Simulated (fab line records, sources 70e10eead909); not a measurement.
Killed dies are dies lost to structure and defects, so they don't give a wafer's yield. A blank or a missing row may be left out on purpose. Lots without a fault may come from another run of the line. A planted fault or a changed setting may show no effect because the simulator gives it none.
fab line records | flow nand_harc
record lots=14 wafers=41 last_day=25
route steps=1159 shown THIN_TSV@1129
lots that met no fault: from a run of the same line without faults
start_h: hours from the record's first day to the start of the lot's first wafer shown | wait_h: hours since the lot's step before | " the same as in the row above | L1.1+2: a row that stands for several wafers | - no value, or no start given | * or withheld: withheld | < > ~ a bound
route shown NAME@n: a module of which the file shows steps, and the number in the route of the first | usual: mean/standard deviation of fault-free wafers | same: alike in all rows | chamber/n: place in a boat | sites: the reading at each site | _std_site: their standard deviation | _edge_site: outer sites' mean less inner sites' | radius_mm: how far each site lies from the wafer's centre | mask NAME#n: copy n | behind: the tool/chamber that last shaped the wafer | hold: why the lot was held/for how many hours/how that ended | device: the transistor (n, p or np) that didn't switch | end of line: the same wafers' tests at the end of the route | a step without rows: its recipe alone | killed: dies lost to structure and defects at the first sort, not the wafer's yield | map: a wafer's dies, x killed, . not, _ none there
set.NAME: the setting as run; set.NAME@STEP: as run at that earlier step | model.NAME: the simulator's own value behind a step, which no gauge read
steps of the route over a sample of lots; a table a step, a row a wafer
services: from which hour (start_h, from the record's first day; less than 0 if before it) a tool's chamber was out of use, for how many hours, and why
## steps
# step NHARC_THIN_TSV_PVD_19
# recipe target_thk_a=200 chamber_pressure_pa=5 material=TaN
# usual throttle_valve_pct=30.2/0.65
# columns lot.wafer tool chamber start_h wait_h throttle_valve_pct
L979.4 pvd_sputter-02 - - - 28.9
L979.3 " - " " 30.8
L979.1 " - " " 30.9
L980.1 pvd_sputter-03 - - - 29.7
L980.4 " - " " 30.3
L980.5 " - " " 30.3
L981.2 pvd_sputter-03 - - - 30.2
L981.3 " - " " 30.1
L981.5 " - " " 30.2
L982.3 pvd_sputter-02 - - - 29.0
L982.1 " - " " 30.9
L982.2 " - " " 29.7
L983.1 pvd_sputter-01 - - - 30.2
L983.6 " - " " 30.2
L983.5 " - " " 31.2
L987.4 pvd_sputter-02 - - - 30.8
L987.1 " - " " 29.0
L992.4 pvd_sputter-02 - - - 31.0
L992.2 " - " " 29.8
L992.5 " - " " 29.3
L993.2 pvd_sputter-01 - - - 30.1
L993.4 " - " " 31.0
L993.5 " - " " 30.3
L995.3 pvd_sputter-03 - - - 29.7
L995.4 " - " " 30.4
L995.5 " - " " 30.8
L994.1 pvd_sputter-02 - - - 29.2
L994.6 " - " " 31.1
L994.5 " - " " 29.6
L996.2 pvd_sputter-03 - - - 29.2
L996.6 " - " " 29.8
L996.5 " - " " 29.6
L999.4 pvd_sputter-02 - - - 29.7
L999.1 " - " " 29.3
L999.6 " - " " 30.9
L100.3 pvd_sputter-01 - - - 30.8
L100.5 " - " " 30.1
L100.6 " - " " 29.6
L102.3 pvd_sputter-02 - - - 30.0
L102.4 " - " " 30.3
L102.2 " - " " 29.8
# step NHARC_THIN_TSV_PVD_51
# recipe target_thk_a=1000 chamber_pressure_pa=5 material=Cu
# usual throttle_valve_pct=30.2/0.65
# columns lot.wafer tool chamber start_h wait_h throttle_valve_pct
L979.4 pvd_sputter-02 - - - 29.7
L979.3 " - " " 29.0
L979.1 " - " " 30.8
L980.4 pvd_sputter-03 - - - 29.7
L980.1 " - " " 30.1
L980.5 " - " " 30.0
L981.2 pvd_sputter-03 - - - 29.6
L981.3 " - " " 29.7
L981.5 " - " " 30.3
L982.1 pvd_sputter-02 - - - 29.4
L982.2 " - " " 30.7
L982.3 " - " " 30.9
L983.1 pvd_sputter-01 - - - 30.1
L983.5 " - " " 30.3
L983.6 " - " " 30.1
L987.4 pvd_sputter-02 - - - 30.7
L987.1 " - " " 29.7
L992.4 pvd_sputter-02 - - - 30.6
L992.2 " - " " 30.9
L992.5 " - " " 30.7
L993.2 pvd_sputter-01 - - - 30.5
L993.4 " - " " 30.2
L993.5 " - " " 30.9
L995.4 pvd_sputter-03 - - - 29.5
L995.3 " - " " 29.5
L995.5 " - " " 29.6
L994.1 pvd_sputter-02 - - - 29.2
L994.6 " - " " 29.1
L994.5 " - " " 30.7
L996.2 pvd_sputter-03 - - - 29.4
L996.5 " - " " 29.7
L996.6 " - " " 31.0
L999.1 pvd_sputter-02 - - - 29.0
L999.4 " - " " 29.8
L999.6 " - " " 30.7
L100.3 pvd_sputter-01 - - - 30.2
L100.6 " - " " 29.8
L100.5 " - " " 30.1
L102.2 pvd_sputter-02 - - - 31.4
L102.4 " - " " 30.2
L102.3 " - " " 29.9
# step NHARC_THIN_TSV_ETCH_59
# recipe target_depth_a=8800 icp_w=900 bias_w=100 Cl2_flow_sccm=60 bcl3_flow_sccm=30 time_s=138.1 chemistry=Cl2/BCl3
# usual drypump_motor_current_A=5.8/0.44 he_backside_leak_sccm=3.4/0.43 mfc_cl2_sccm=60.01/0.18 oes_product_au=1.000/0.0073 run_length_s=159.52/0.29 throttle_valve_pct=22.263/0.0084
# columns lot.wafer tool chamber start_h wait_h drypump_motor_current_A he_backside_leak_sccm mfc_cl2_sccm oes_product_au rf_hours_counter_h run_length_s throttle_valve_pct
L979.1 rie_metal-03 0 443.71 0.1 6.5 3.2 60.10 0.993 4.6 159.04 22.260
L979.3 " 0 " " 6.4 3.4 60.39 0.990 - 159.67 22.268
L979.4 " 1 " " 6.0 3.8 59.71 1.003 - 159.21 22.270
L980.1 rie_metal-01 1 444.65 0.1 5.6 3.4 60.07 1.014 2.7 159.71 22.263
L980.4 " 1 " " 5.6 3.5 59.87 1.005 - 159.54 22.264
L980.5 " 1 " " 5.5 3.3 59.81 1.016 - 159.54 22.260
L981.2 rie_metal-02 1 445.86 0.1 5.9 3.4 60.07 0.993 2.2 159.87 22.263
L981.3 " 0 " " 5.1 3.2 60.15 1.000 - 159.20 22.267
L981.5 " 1 " " 5.9 3.5 59.93 0.995 - 159.59 22.265
L982.2 rie_metal-02 1 454.71 0.1 5.8 3.7 59.59 0.996 2.4 159.72 22.267
L982.1 " 0 " " 5.1 3.1 59.94 1.002 0.9 159.14 22.277
L982.3 " 1 " " 5.9 3.6 59.86 0.992 - 159.57 22.250
L983.1 rie_metal-02 0 467.23 0.2 5.1 3.1 60.02 0.994 1.5 159.53 22.258
L983.6 " 1 " " 5.9 3.5 60.14 0.985 - 145.71 22.257
L983.5 " 0 " " 5.1 3.1 60.31 1.006 - 159.47 22.266
L987.1 rie_metal-02 1 474.55 0.1 5.8 3.5 60.15 0.998 3.3 159.78 22.264
L987.4 " 1 " " 5.9 3.5 60.31 1.000 - 146.07 22.256
L992.2 rie_metal-03 1 496.86 0.1 5.9 3.6 60.00 1.000 0.8 159.27 22.256
L992.4 " 1 " " 5.9 3.7 59.86 1.001 - 159.61 22.257
L992.5 " 1 " " 5.9 3.8 60.13 0.997 - 159.65 22.281
L993.2 rie_metal-01 0 498.63 0.1 6.1 3.1 60.26 1.002 4.9 159.82 22.276
L993.4 " 0 " " 6.0 3.1 60.18 1.007 - 159.63 22.269
L993.5 " 1 " " 5.5 3.4 59.92 1.011 - 160.01 22.256
L995.3 rie_metal-03 1 526.16 0.2 6.0 3.8 60.15 0.999 - 159.26 22.267
L995.4 " 0 " " 6.5 5.3 60.16 0.999 - 159.17 22.270
L995.5 " 0 " " 6.5 3.2 60.09 0.996 - 159.40 22.269
L994.1 rie_metal-01 1 527.45 0.1 5.5 3.6 60.30 0.995 0.2 159.55 22.256
L994.5 " 1 " " 5.5 3.6 60.13 1.001 - 159.72 22.258
L994.6 " 0 " " 6.1 3.2 60.15 1.014 - 159.61 22.246
L996.2 rie_metal-01 1 528.43 0.1 5.6 3.5 60.10 0.988 0.5 160.01 22.275
L996.6 " 1 " " 5.5 3.6 60.18 0.999 - 160.09 22.265
L996.5 " 0 " " 6.0 3.2 59.68 1.009 - 159.73 22.259
L999.1 rie_metal-02 1 537.96 0.1 5.9 3.3 60.01 0.986 5.2 159.72 22.274
L999.4 " 1 " " 5.9 3.4 60.02 0.995 - 159.75 22.262
L999.6 " 1 " " 5.8 3.5 59.91 0.993 - 159.43 22.253
L100.3 rie_metal-03 0 548.09 0.2 6.4 3.1 59.94 1.006 - 159.15 22.265
L100.6 " 1 " " 6.0 3.6 60.18 0.994 - 159.33 22.261
L100.5 " 0 " " 6.5 3.2 60.20 1.000 - 159.09 22.252
L102.2 rie_metal-01 1 583.61 0.1 5.5 3.4 59.96 0.999 1.8 160.05 22.255
L102.4 " 0 " " 6.1 3.2 60.04 1.004 - 159.72 22.277
L102.3 " 1 " " 5.5 3.4 59.80 0.998 - 160.07 22.270
# step NHARC_THIN_TSV_CD_MEAS_37
# usual cd_nm=5000/3.1
# columns lot.wafer tool chamber start_h wait_h cd_nm
L979.1 cd_sem-01 - 444.87 - 4998
L979.3 " - " " 4996
L979.4 " - " " 5001
L980.1 cd_sem-01 - 445.76 - 5001
L980.4 " - " " 5000
L980.5 " - " " 5005
L981.2 cd_sem-02 - 447.02 - 5002
L981.3 " - " " 5002
L981.5 " - " " 5000
L982.1 cd_sem-02 - 456.39 - 4994
L982.2 " - " " 4994
L982.3 " - " " 4996
L983.1 cd_sem-02 - 468.35 - 5003
L983.5 " - " " 5005
L983.6 " - " " 4998
L987.1 cd_sem-03 - 475.72 - 5000
L987.4 " - " " 5006
L992.2 cd_sem-02 - 498.02 - 5002
L992.4 " - " " 5003
L992.5 " - " " 5008
L993.2 cd_sem-02 - 499.76 - 4998
L993.4 " - " " 4998
L993.5 " - " " 5000
L995.3 cd_sem-03 - 527.26 - 5002
L995.4 " - " " 4998
L995.5 " - " " 5003
L994.1 cd_sem-01 - 528.69 - 4998
L994.5 " - " " 4996
L994.6 " - " " 4999
L996.2 cd_sem-01 - 529.66 - 4998
L996.5 " - " " 4997
L996.6 " - " " 4998
L999.1 cd_sem-03 - 539.13 - 5001
L999.4 " - " " 4999
L999.6 " - " " 5000
L100.3 cd_sem-02 - 549.14 - 5000
L100.5 " - " " 4999
L100.6 " - " " 5005
L102.2 cd_sem-01 - 584.73 - 4996
L102.3 " - " " 5001
L102.4 " - " " 4999
## services
# columns tool chamber start_h hours kind
rie_metal-02 0 421.00 22.4 repair
pvd_sputter-01 - 438.65 3.7 repair
rie_metal-03 - 453.00 9.0 pm
rie_metal-03 0 453.00 9.0 vent_cycle
rie_metal-03 1 453.00 9.0 vent_cycle
pvd_sputter-03 - 458.09 10.0 pm
rie_metal-03 0 462.00 - clean
rie_metal-03 1 462.00 - clean
rie_metal-01 - 509.00 9.0 pm
rie_metal-01 0 509.00 9.0 vent_cycle
rie_metal-01 1 509.00 9.0 vent_cycle
pvd_sputter-01 - 514.00 10.0 pm
rie_metal-01 0 518.00 - clean
rie_metal-01 1 518.00 - clean
rie_metal-02 - 565.12 9.0 pm
rie_metal-02 0 565.12 9.0 vent_cycle
rie_metal-02 1 565.12 9.0 vent_cycle
pvd_sputter-02 - 570.04 10.0 pm
rie_metal-02 0 574.12 - clean
rie_metal-02 1 574.12 - clean
## key
first_sign step=NHARC_THIN_TSV_ETCH_59 reading=run_length_s direction=down sigmas=46 usual=* struck=*
effect none on later readings
met_at NHARC_THIN_TSV_ETCH_59
struck_lots L983,L987
struck_wafers L983.6,L987.4
later_rows_left_out L983.6,L987.4
sort_left_out L983.6,L987.4
not_acting_at NHARC_THIN_TSV_PVD_19,NHARC_THIN_TSV_PVD_51,NHARC_THIN_TSV_CD_MEAS_37
onset_between 454.71 467.23
fault kind=process_parameter_drift tool=rie_metal-02 chamber=- onset_h=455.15 steps=NHARC_THIN_TSV_ETCH_59 channel=time_s offset=* shape=step end_h=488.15 scope=struck_wafers_only acts_in=* stated=*
# sort_left_out: the simulated sort isn't trusted on such a fault, so these wafers' sort isn't shown, and their yield isn't known
# later_rows_left_out: the simulator's readings of these wafers behind a module that went badly wrong aren't trusted and aren't shown, but for the sort
